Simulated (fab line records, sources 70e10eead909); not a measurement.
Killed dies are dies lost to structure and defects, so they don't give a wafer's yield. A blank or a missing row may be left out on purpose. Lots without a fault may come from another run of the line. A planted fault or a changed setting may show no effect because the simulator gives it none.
Chamber matching | flow nand_harc | NHARC_A_M0_PRE_CLEAN_31 on pecvd-02: 3 sister chambers
The step time 12 s. 6 wafers are shown with their chamber, then 7 later ones without.

WAFERS WITH THEIR CHAMBER
wafer  | chamber | heater_power_w (W) | heater_power_outer_w (W)
L076.5 | 2       | 636                | 344
L079.4 | 1       | 732                | 435
L079.5 | 0       | 801                | 468
L079.6 | 2       | 587                | 306
L085.1 | 1       | 728                | 425
L085.2 | 0       | 733                | 421

WAFERS WITHOUT THEIR CHAMBER
wafer  | heater_power_w (W) | heater_power_outer_w (W)
L085.6 | 655                | 366
L090.2 | 583                | 299
L090.3 | 652                | 364
L090.4 | 656                | 358
L091.1 | 649                | 370
L091.2 | 742                | 436
L091.6 | 730                | 433

WHICH CHAMBER EACH WENT THROUGH
wafer  | from the rows above     | in truth
L085.6 | can't be placed: 2 or 1 | 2
L090.2 | 2                       | 2
L090.3 | can't be placed: 2 or 1 | 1
L090.4 | can't be placed: 2 or 1 | 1
L091.1 | can't be placed: 2 or 1 | 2
L091.2 | can't be placed: 1 or 0 | 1
L091.6 | can't be placed: 1 or 0 | 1
Placed correctly: 1 of 7. Can't be placed from these rows: 6 (the true chamber is among the candidates in 6). Placed wrongly: 0.
How it was worked out, from the rows above alone: a wafer's distance from a chamber is the root of the sum, over the readings, of the square of ((its reading less the chamber's mean) divided by the reading's scatter). The wafer belongs to the nearest chamber; if the next one is less than 2 further off, it can't be placed. A chamber's mean is the mean of its shown wafers. The scatter: the root of (the sum of the squares of (reading less its chamber's mean) over the shown wafers, divided by (wafers less chambers)).
